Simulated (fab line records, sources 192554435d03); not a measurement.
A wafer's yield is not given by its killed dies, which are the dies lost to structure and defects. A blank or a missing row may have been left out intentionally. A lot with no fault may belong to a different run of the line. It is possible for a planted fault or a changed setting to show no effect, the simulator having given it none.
fab line records -- flow n5Finfet
[record] lots = 7, wafers = 39
route steps=1938 shown BEOL_M5@1160 BEOL_M8@1398
startH: hours from the record's first day to the start of the lot's first wafer shown -- waitH: hours elapsed since this lot's preceding step -- " same as the row above -- L1.1+2: one row covering several wafers at once -- - no value, or no start was given -- * or withheld: withheld -- < > ~ a bound
route shown NAME@n: a module of which the file shows steps, and the number in the route of the first -- usual: mean and standard deviation over wafers with no fault -- same: alike in all rows -- chamber/n: place in a boat -- sites: each site's reading -- _std_site: the values' standard deviation -- _edge_site: outer sites' mean less inner sites' -- radiusMm: how far each site lies from the wafer's centre -- mask NAME#n: copy n -- behind: the last tool/chamber to shape the wafer -- hold: what put the lot on hold/how long, in hours/how the hold closed -- device: names the non-switching transistor (n, p or np) -- end of line: tests run on the same wafers once the route is complete -- a step given without rows: its recipe and nothing more -- killed: not the wafer's yield, but the dies lost to structure and defects at the first sort -- map: shows each die of a wafer: x if killed, . if not, _ if none is there
set.NAME: the setting that was run; set.NAME@STEP: the one run at that earlier step -- model.NAME: the simulator's own value behind a step, which no gauge read
one table per step and one row per wafer, for lots whose settings were changed on purpose
[[steps]]
[step N5_BEOL_M5_TRENCH_ETCH_37]
[recipe] chemistry = C4F6/O2, targetDepthA = 716.52, target = SiCOH_lowk, timeS = 24.7, ionEnergyEv = 250, pressureMtorr = 30, sourceW = 345, biasW = 185, Ar_flow_sccm = 300, C4F6_flow_sccm = 10, O2_flow_sccm = 10
lot.wafer,tool,chamber,startH,waitH,set.timeS,model.etch.depthNm,model.BEOL_M5.featureDepthNm,model.TiN_of_BEOL_M5_HM_DEP_02.thkNm
L074.1,rieDiel-02,0,-,-,24.7,70.27,70.2,18
L074.2,rieDiel-02,1,-,-,24.7,72.54,72.6,17.6
L074.3,rieDiel-02,2,-,-,18.33,54.19,54.2,18.4
L074.4,rieDiel-02,3,-,-,24.7,73.32,73.4,17.8
L074.5,rieDiel-02,1,-,-,18.33,54.02,54,18.4
L074.6,rieDiel-02,2,-,-,18.33,54.07,54,18.6
L077.2,rieDiel-06,2,-,-,24.7,72.18,72.2,17.8
L077.4,rieDiel-06,1,-,-,24.7,73.76,73.8,17.2
L077.6,rieDiel-06,0,-,-,24.7,73.52,73.6,17.8
L080.1,rieDiel-06,3,-,-,24.7,71.73,71.8,17.4
L080.2,rieDiel-06,2,-,-,24.7,72.77,72.8,17.4
L080.3,rieDiel-06,1,-,-,24.7,73.55,73.6,17.8
L080.4,rieDiel-06,0,-,-,24.7,73.11,73.2,18.2
L080.5,rieDiel-06,0,-,-,24.7,72.84,72.8,17.6
L080.6,rieDiel-06,1,-,-,24.7,72.95,73,17.8
L087.1,rieDiel-02,0,-,-,24.7,74.54,74.6,18
L087.2,rieDiel-02,1,-,-,13.02,38.15,38.2,18.8
L087.3,rieDiel-02,2,-,-,13.02,37.77,37.8,18.8
L087.4,rieDiel-02,3,-,-,24.7,71.99,72,17.6
L087.5,rieDiel-02,3,-,-,24.7,71.76,71.8,17.8
L087.6,rieDiel-02,0,-,-,13.02,38.78,38.8,19.2
L090.1,rieDiel-06,2,-,-,24.7,72.68,72.6,18
L090.2,rieDiel-06,1,-,-,36.6,107.9,107.8,16.2
L090.3,rieDiel-06,0,-,-,36.6,108,108,16.6
L090.4,rieDiel-06,2,-,-,24.7,73.15,73.2,17.6
L090.5,rieDiel-06,1,-,-,24.7,73.1,73,17.6
L090.6,rieDiel-06,0,-,-,36.6,107.6,107.6,16.6
L095.1,rieDiel-02,2,-,-,24.7,73.48,73.4,17.8
L095.2,rieDiel-02,3,-,-,18.54,53.61,53.6,18.6
L095.3,rieDiel-02,0,-,-,18.54,56.42,56.4,18.4
L095.4,rieDiel-02,1,-,-,24.7,71.92,72,18.4
L095.5,rieDiel-02,3,-,-,18.54,54.1,54,18.8
L095.6,rieDiel-02,2,-,-,24.7,72.84,72.8,18
L096.1,rieDiel-04,3,-,-,24.7,70.94,71,18.2
L096.2,rieDiel-04,0,-,-,31.03,86.55,86.6,17.8
L096.3,rieDiel-04,1,-,-,31.03,87.04,87,17.6
L096.4,rieDiel-04,0,-,-,31.03,87.37,87.4,17.4
L096.5,rieDiel-04,3,-,-,24.7,71.12,71.2,18.4
L096.6,rieDiel-04,1,-,-,24.7,69.75,69.8,18
[step N5_BEOL_M5_ETCH_41]
[recipe] chemistry = CH3F/O2, target = SiCN, targetDepthA = 315, taperDeg = 2, timeS = 56.7, ionEnergyEv = 120, maskMaterial = TiN, pressureMtorr = 30, sourceW = 395, biasW = 75, Ar_flow_sccm = 150, CH3F_flow_sccm = 30, O2_flow_sccm = 20
[step N5_BEOL_M5_STRIP_91]
[recipe] chemistry = N2/H2, timeS = 10, powerW = 450, tempC = 40, pressureMtorr = 20, rfFrequencyHz = 6e+07, biasPowerW = 7, n2FlowSccm = 200, h2FlowSccm = 200
[step N5_BEOL_M5_OCD_MEAS_38]
[usual] trenchDepthNm = 71.9/1.6
lot.wafer,tool,chamber,startH,waitH,set.timeS@BEOL_M5_TRENCH_ETCH_37,trenchDepthNm
L074.1,ocd-01,-,168.53,-,24.7,69.7
L074.2,ocd-01,-,168.53,-,24.7,72.2
L074.3,ocd-01,-,168.53,-,18.33,54.8
L074.4,ocd-01,-,168.53,-,24.7,73.2
L074.5,ocd-01,-,168.53,-,18.33,53.8
L074.6,ocd-01,-,168.53,-,18.33,53.8
L077.2,ocd-02,-,192.85,-,24.7,72.0
L077.4,ocd-02,-,192.85,-,24.7,73.4
L077.6,ocd-02,-,192.85,-,24.7,73.5
L080.1,ocd-02,-,219.45,-,24.7,72.0
L080.2,ocd-02,-,219.45,-,24.7,72.6
L080.3,ocd-02,-,219.45,-,24.7,73.1
L080.4,ocd-02,-,219.45,-,24.7,73.4
L080.5,ocd-02,-,219.45,-,24.7,72.8
L080.6,ocd-02,-,219.45,-,24.7,73.1
L087.1,ocd-02,-,266.17,-,24.7,75.1
L087.2,ocd-02,-,266.17,-,13.02,38.5
L087.3,ocd-02,-,266.17,-,13.02,38.5
L087.4,ocd-02,-,266.17,-,24.7,72.0
L087.5,ocd-02,-,266.17,-,24.7,71.8
L087.6,ocd-02,-,266.17,-,13.02,38.8
L090.1,ocd-02,-,272.32,-,24.7,72.5
L090.2,ocd-02,-,272.32,-,36.6,107.8
L090.3,ocd-02,-,272.32,-,36.6,108.7
L090.4,ocd-02,-,272.32,-,24.7,73.9
L090.5,ocd-02,-,272.32,-,24.7,73.1
L090.6,ocd-02,-,272.32,-,36.6,108.0
L095.1,ocd-01,-,316.56,-,24.7,73.6
L095.2,ocd-01,-,316.56,-,18.54,53.7
L095.3,ocd-01,-,316.56,-,18.54,56.5
L095.4,ocd-01,-,316.56,-,24.7,72.1
L095.5,ocd-01,-,316.56,-,18.54,54.2
L095.6,ocd-01,-,316.56,-,24.7,72.4
L096.1,ocd-02,-,316.74,-,24.7,70.6
L096.2,ocd-02,-,316.74,-,31.03,86.3
L096.3,ocd-02,-,316.74,-,31.03,86.7
L096.4,ocd-02,-,316.74,-,31.03,87.3
L096.5,ocd-02,-,316.74,-,24.7,71.7
L096.6,ocd-02,-,316.74,-,24.7,69.6
[step N5_BEOL_M5_HM_STRIP_39]
[recipe] chemistry = peroxideTinStrip, material = TiN, targetDepthA = 250, tempC = 50, timeS = 158
[step N5_BEOL_M5_SRD_40]
[recipe] timeS = 30, tempC = 23, rinseLiquid = diw, dry = ipaMarangoni
[step N5_BEOL_M5_ECD_50]
[recipe] material = Cu, targetThkA = 3000
[step N5_BEOL_M5_ANNEAL_51]
[recipe] tempC = 225, timeS = 90, ambient = N2
[step N5_BEOL_M5_CMP_52]
[recipe] stopOn = SiCOH_lowk, tOverpolishS = 6.9, downForcePsi = 1, platenRpm = 50, clearingPlatenDownForcePsi = 1.5, clearingPlatenRpm = 50, postCmpClean = cuAlkaline, targetThkNm = 62, clearingPlatenPadVelocityMS = 0.99484, padVelocityMS = 0.99484
lot.wafer,tool,chamber,startH,waitH,set.timeS@BEOL_M5_TRENCH_ETCH_37,model.Cu_of_BEOL_M5_ECD_50.thkNm
L074.2,cmp-02,0,175.03,0.2,24.7,63.2
L074.3,cmp-02,1,175.03,0.2,18.33,42.8
L074.1,cmp-02,2,175.03,0.2,24.7,60.6
L074.4,cmp-02,3,175.03,0.2,24.7,62.4
L074.6,cmp-02,0,175.03,0.2,18.33,45.6
L074.5,cmp-02,1,175.03,0.2,18.33,43.4
L077.4,cmp-04,3,199.52,0.1,24.7,64.6
L077.2,cmp-04,2,199.52,0.1,24.7,63.6
L077.6,cmp-04,3,199.52,0.1,24.7,64
L080.1,cmp-04,3,226.60,0.3,24.7,63.6
L080.4+5,cmp-04,0,226.60,0.3,24.7,62.4
L080.2,cmp-04,1,226.60,0.3,24.7,65.8
L080.3,cmp-04,2,226.60,0.3,24.7,65.4
L080.6,cmp-04,3,226.60,0.3,24.7,64.6
L087.3,cmp-02,1,273.88,0.2,13.02,26.4
L087.1,cmp-02,2,273.88,0.2,24.7,64.6
L087.2,cmp-02,3,273.88,0.2,13.02,28.8
L087.4,cmp-02,0,273.88,0.2,24.7,63.6
L087.5,cmp-02,1,273.88,0.2,24.7,60.8
L087.6,cmp-02,2,273.88,0.2,13.02,29.8
L090.1,cmp-02,0,278.67,0.3,24.7,63.6
L090.2,cmp-02,1,278.67,0.3,36.6,96.6
L090.4,cmp-02,2,278.67,0.3,24.7,63.4
L090.3,cmp-02,3,278.67,0.3,36.6,97.6
L090.6,cmp-02,0,278.67,0.3,36.6,99.2
L090.5,cmp-02,1,278.67,0.3,24.7,62.8
L095.1,cmp-02,0,323.86,0.3,24.7,65.2
L095.3,cmp-02,1,323.86,0.3,18.54,45.4
L095.4,cmp-02,2,323.86,0.3,24.7,61.6
L095.2,cmp-02,3,323.86,0.3,18.54,43.6
L095.5,cmp-02,0,323.86,0.3,18.54,45.2
L095.6,cmp-02,1,323.86,0.3,24.7,61
L096.4+3,cmp-02,"2,0",326.33,0.1,31.03,77.6
L096.1+6+5,cmp-02,"3,2,3",326.33,0.1,24.7,59
L096.2,cmp-02,1,326.33,0.1,31.03,75.8
[step N5_BEOL_M5_THK_MEAS_53]
[recipe] thkMeasGauge = xrf, reads = Cu_of_BEOL_M5_ECD_50
[usual] M5_THK = 62.0/1.9
lot.wafer,tool,chamber,startH,waitH,set.timeS@BEOL_M5_TRENCH_ETCH_37,M5_THK[nm]
L074.1,filmMetro-02,-,175.32,-,24.7,60.2
L074.2,filmMetro-02,-,175.32,-,24.7,62.9
L074.3,filmMetro-02,-,175.32,-,18.33,42.6
L074.4,filmMetro-02,-,175.32,-,24.7,62.0
L074.5,filmMetro-02,-,175.32,-,18.33,43.0
L074.6,filmMetro-02,-,175.32,-,18.33,45.2
L077.2,filmMetro-02,-,199.81,-,24.7,63.6
L077.4,filmMetro-02,-,199.81,-,24.7,64.5
L077.6,filmMetro-02,-,199.81,-,24.7,63.7
L080.1,filmMetro-01,-,226.90,-,24.7,63.0
L080.2,filmMetro-01,-,226.90,-,24.7,65.4
L080.3,filmMetro-01,-,226.90,-,24.7,65.1
L080.4,filmMetro-01,-,226.90,-,24.7,62.1
L080.5,filmMetro-01,-,226.90,-,24.7,62.1
L080.6,filmMetro-01,-,226.90,-,24.7,64.3
L087.1,filmMetro-01,-,274.18,-,24.7,63.3
L087.2,filmMetro-01,-,274.18,-,13.02,28.3
L087.3,filmMetro-01,-,274.18,-,13.02,25.9
L087.4,filmMetro-01,-,274.18,-,24.7,62.4
L087.5,filmMetro-01,-,274.18,-,24.7,59.6
L087.6,filmMetro-01,-,274.18,-,13.02,29.3
L090.1,filmMetro-02,-,278.96,-,24.7,62.8
L090.2,filmMetro-02,-,278.96,-,36.6,94.8
L090.3,filmMetro-02,-,278.96,-,36.6,95.7
L090.4,filmMetro-02,-,278.96,-,24.7,62.4
L090.5,filmMetro-02,-,278.96,-,24.7,61.7
L090.6,filmMetro-02,-,278.96,-,36.6,97.7
L095.1,filmMetro-01,-,324.16,-,24.7,63.6
L095.2,filmMetro-01,-,324.16,-,18.54,42.8
L095.3,filmMetro-01,-,324.16,-,18.54,44.5
L095.4,filmMetro-01,-,324.16,-,24.7,60.5
L095.5,filmMetro-01,-,324.16,-,18.54,44.3
L095.6,filmMetro-01,-,324.16,-,24.7,59.9
L096.1,filmMetro-01,-,326.62,-,24.7,58.4
L096.2,filmMetro-01,-,326.62,-,31.03,75.2
L096.3,filmMetro-01,-,326.62,-,31.03,76.5
L096.4,filmMetro-01,-,326.62,-,31.03,76.9
L096.5,filmMetro-01,-,326.62,-,24.7,58.4
L096.6,filmMetro-01,-,326.62,-,24.7,58.2
[step N5_BEOL_M5_PRE_CLEAN_77]
[recipe] gas = NH3/H2, timeS = 15, tempC = *, rfPowerW = 300
[step N5_BEOL_M5_CO_CAP_78]
[recipe] material = Co, targetThkA = 20, tempC = 200, precursor = CCTBA/H2, pressureTorr = 30, timeS = 102.1
[step N5_BEOL_M5_PRE_CLEAN_55]
[recipe] gas = NH3, timeS = 15, tempC = withheld, rfPowerW = 300
[step N5_BEOL_M5_DEP_56]
[recipe] material = SiCN, targetThkA = 80, tempC = withheld, precursor = 3MS/NH3, pressureTorr = 3, rfW = 202, timeS = 14
[step N5_BEOL_M5_RS_MEAS_57]
[recipe] thkMeasGauge = four-point-probe, reads = Co_of_BEOL_M5_CO_CAP_78+Cu_of_BEOL_M5_ECD_50+Co_of_BEOL_M5_CVD_47+TaN_of_BEOL_M5_ALD_86
[usual] M5_RS = 0.383/0.014
lot.wafer,tool,chamber,startH,waitH,set.timeS@BEOL_M5_TRENCH_ETCH_37,M5_RS[ohm/sq]
L074.1,filmMetro-02,-,175.58,0.0,24.7,0.397
L074.2,filmMetro-02,-,175.58,0.0,24.7,0.378
L074.3,filmMetro-02,-,175.58,0.0,18.33,0.613
L074.4,filmMetro-02,-,175.58,0.0,24.7,0.384
L074.5,filmMetro-02,-,175.58,0.0,18.33,0.604
L074.6,filmMetro-02,-,175.58,0.0,18.33,0.566
L077.2,filmMetro-01,-,200.07,0.1,24.7,0.375
L077.4,filmMetro-01,-,200.07,0.1,24.7,0.367
L077.6,filmMetro-01,-,200.07,0.1,24.7,0.372
L080.1,filmMetro-01,-,227.16,0.0,24.7,0.374
L080.2,filmMetro-01,-,227.16,0.0,24.7,0.359
L080.3,filmMetro-01,-,227.16,0.0,24.7,0.363
L080.4,filmMetro-01,-,227.16,0.0,24.7,0.383
L080.5,filmMetro-01,-,227.16,0.0,24.7,0.383
L080.6,filmMetro-01,-,227.16,0.0,24.7,0.368
L087.1,filmMetro-02,-,274.44,0.0,24.7,0.368
L087.2,filmMetro-02,-,274.44,0.0,13.02,1.029
L087.3,filmMetro-02,-,274.44,0.0,13.02,1.153
L087.4,filmMetro-02,-,274.44,0.0,24.7,0.376
L087.5,filmMetro-02,-,274.44,0.0,24.7,0.394
L087.6,filmMetro-02,-,274.44,0.0,13.02,0.983
L090.1,filmMetro-01,-,279.22,0.0,24.7,0.375
L090.2,filmMetro-01,-,279.22,0.0,36.6,0.229
L090.3,filmMetro-01,-,279.22,0.0,36.6,0.226
L090.4,filmMetro-01,-,279.22,0.0,24.7,0.376
L090.5,filmMetro-01,-,279.22,0.0,24.7,0.379
L090.6,filmMetro-01,-,279.22,0.0,36.6,0.222
L095.1,filmMetro-02,-,324.45,0.1,24.7,0.364
L095.2,filmMetro-02,-,324.45,0.1,18.54,0.600
L095.3,filmMetro-02,-,324.45,0.1,18.54,0.570
L095.4,filmMetro-02,-,324.45,0.1,24.7,0.390
L095.5,filmMetro-02,-,324.45,0.1,18.54,0.573
L095.6,filmMetro-02,-,324.45,0.1,24.7,0.395
L096.1,filmMetro-02,-,327.10,0.0,24.7,0.410
L096.2,filmMetro-02,-,327.10,0.0,31.03,0.303
L096.3,filmMetro-02,-,327.10,0.0,31.03,0.296
L096.4,filmMetro-02,-,327.10,0.0,31.03,0.295
L096.5,filmMetro-02,-,327.10,0.0,24.7,0.411
L096.6,filmMetro-02,-,327.10,0.0,24.7,0.410
[step N5_BEOL_M8_DEP_56]
[recipe] material = SiCN, targetThkA = 100, tempC = withheld, precursor = 3MS/NH3, pressureTorr = 3, rfW = 202, timeS = 17.5
lot.wafer,tool,chamber,startH,waitH,set.timeS,model.SiCN_of_BEOL_M8_DEP_56.thkNm
L074.1+3,pecvd-04,0,205.55,0.0,17.5,10
L074.2,pecvd-04,1,205.55,0.0,17.5,9.6
L074.4+5+6,pecvd-04,"1,0,1",205.55,0.0,11.27,6.6
L077.2,pecvd-03,1,226.32,0.0,17.5,9.8
L077.4+6,pecvd-03,"0,1",226.32,0.0,17.5,10
L080.1+3+4,pecvd-04,"1,2,0",248.39,0.0,17.5,10
L080.2+5+6,pecvd-04,"0,1,2",248.39,0.0,9.846,5.6
L087.1+2+4,pecvd-04,"2,1,0",299.10,0.0,17.5,10
L087.3,pecvd-04,0,299.10,0.0,24.71,13.8
L087.5+6,pecvd-04,"1,2",299.10,0.0,24.71,14.2
L090.1,pecvd-02,0,300.09,0.0,13.17,7.2
L090.2+6,pecvd-02,1,300.09,0.0,17.5,10.2
L090.3+5,pecvd-02,"2,0",300.09,0.0,13.17,7.4
L090.4,pecvd-02,2,300.09,0.0,17.5,10
L095.1+6,pecvd-03,0,351.10,0.0,17.5,10.2
L095.2+5,pecvd-03,1,351.10,0.0,11.84,7
L095.3,pecvd-03,2,351.10,0.0,17.5,10
L095.4,pecvd-03,2,351.10,0.0,11.84,7.2
L096.1,pecvd-02,2,354.53,0.0,17.5,10
L096.2+3,pecvd-02,"0,1",354.53,0.0,24.61,13.8
L096.4,pecvd-02,1,354.53,0.0,17.5,10.2
L096.5,pecvd-02,2,354.53,0.0,17.5,9.8
L096.6,pecvd-02,0,354.53,0.0,24.61,14
[[key]]
[split] step = N5_BEOL_M5_TRENCH_ETCH_37, setting = timeS, stated = 24.7, by = wafer
[response] step = N5_BEOL_M5_TRENCH_ETCH_37, reading = model.etch.depthNm, change = +0.714, per = 1%, r = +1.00
[response] step = N5_BEOL_M5_TRENCH_ETCH_37, reading = model.BEOL_M5.featureDepthNm, change = +0.715, per = 1%, r = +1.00
[response] step = N5_BEOL_M5_TRENCH_ETCH_37, reading = model.TiN_of_BEOL_M5_HM_DEP_02.thkNm, change = -0.0247, per = 1%, r = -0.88
[response] step = N5_BEOL_M5_OCD_MEAS_38, reading = trenchDepthNm, change = +0.711, per = 1%, r = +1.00
[response] step = N5_BEOL_M5_CMP_52, reading = model.Cu_of_BEOL_M5_ECD_50.thkNm, change = +0.72, per = 1%, r = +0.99
[response] step = N5_BEOL_M5_THK_MEAS_53, reading = M5_THK, change = +0.707, per = 1%, r = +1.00
[response] step = N5_BEOL_M5_RS_MEAS_57, reading = M5_RS, shape = bent, atLowest = 1.055, atStated = 0.381, atHighest = 0.226
[split] step = N5_BEOL_M8_DEP_56, setting = timeS, stated = 17.5, by = wafer
[response] step = N5_BEOL_M8_DEP_56, reading = model.SiCN_of_BEOL_M8_DEP_56.thkNm, change = +0.0979, per = 1%, r = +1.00
